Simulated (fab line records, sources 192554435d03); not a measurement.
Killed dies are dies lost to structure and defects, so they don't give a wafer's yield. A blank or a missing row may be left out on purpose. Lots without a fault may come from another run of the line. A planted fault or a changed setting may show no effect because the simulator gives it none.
Problem report in the 8D (eight disciplines) form, filled by code | flow n5_finfet | the parts of the form that need people (team, actions taken, sign-off) are left out

1. THE PROBLEM
raw_defect_count at N5_SD_EPI_P_INSPECT_26 reads a mean of 542 on 6 wafers of 2 lots; wafers without a fault read 173 with a standard deviation of 39. That is +9.5 standard deviations from the usual mean.
The step: inspects for defects (darkfield).
First seen on wafer L901.4, day 4 17:19, on defect_inspect-01. The record holds 30 wafers of 10 lots with a number at this step. Rule for "out", or "out of limits": more than 4 standard deviations from the usual mean. The other wafers with a number count as sound.

2. WHAT IT IS AND WHAT IT IS NOT
question                    | is                                   | is not
which readings at this step | raw_defect_count                     | -
which lots                  | L901, L904                           | L896, L898, L899, L900, L908, L911, L912, L918
which wafers of those lots  | all that have a number               | -
read on which gauges        | defect_inspect-01, defect_inspect-02 | -
when                        | from day 4 17:19                     | up to then (12 sound wafers); but 12 sound wafers of L908, L911, L912, L918 came after

3. SUSPECTS, AND WHAT RULES EACH OUT
Counting: a tool at a process step up to the reading stays a suspect if it ran every lot that is out and no sound lot after the first of them.
- the gauge at N5_SD_EPI_P_INSPECT_26: ruled out. The wafers that are out were read on 2 gauges (defect_inspect-01, defect_inspect-02).
- rie_diel-06 at N5_SD_EPI_P_ETCH_47 (etches SiOCN in CH3F/O2, target depth 25 nm): ruled out as a lasting fault. Sound lots L918 ran on it after its first lot that is out, L901 (day 4 14:07).
Left after counting: nothing in the record.

4. THE CAUSE (what the simulator had put in)
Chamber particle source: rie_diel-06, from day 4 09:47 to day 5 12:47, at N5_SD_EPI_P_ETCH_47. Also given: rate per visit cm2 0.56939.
Counting ruled it out, wrongly: the rule takes a fault to strike every lot that its tool runs from its start on, and this one did not.

5. THE CHAIN OF EFFECTS, in route order
Each row: a reading whose mean over the struck wafers that have a number lies more than 3 standard deviations from the usual. Only readings for which the record gives a usual standard deviation are gone through. hours: the time from each lot's start at the first step in this table that gives one to its start at this step, as a median over the lots. sigmas: the change in usual standard deviations.
hours | step                    | reading             | usual | on struck wafers | change | sigmas
0     | N5_SD_EPI_P_INSPECT_26  | raw_defect_count    | 173   | 542              | +369   | +9.5
255   | N5_PASSIVATION_PROBE_49 | killed_at_front_end | 40    | 122              | +82    | +6.8
255   | N5_PASSIVATION_PROBE_49 | killed_dies         | 105   | 190              | +85    | +5.0
The process steps in it:
- N5_PASSIVATION_PROBE_49

6. WHAT WOULD HAVE CAUGHT IT SOONER
In this record the first reading out of limits at a measuring or inspecting step was taken at day 4 17:19, 8 hours after the fault began at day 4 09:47.
Of the tool readings at N5_SD_EPI_P_ETCH_47 for which the record gives a usual standard deviation, none was out on any struck wafer, so an alarm limit of 4 standard deviations on them would not have fired.
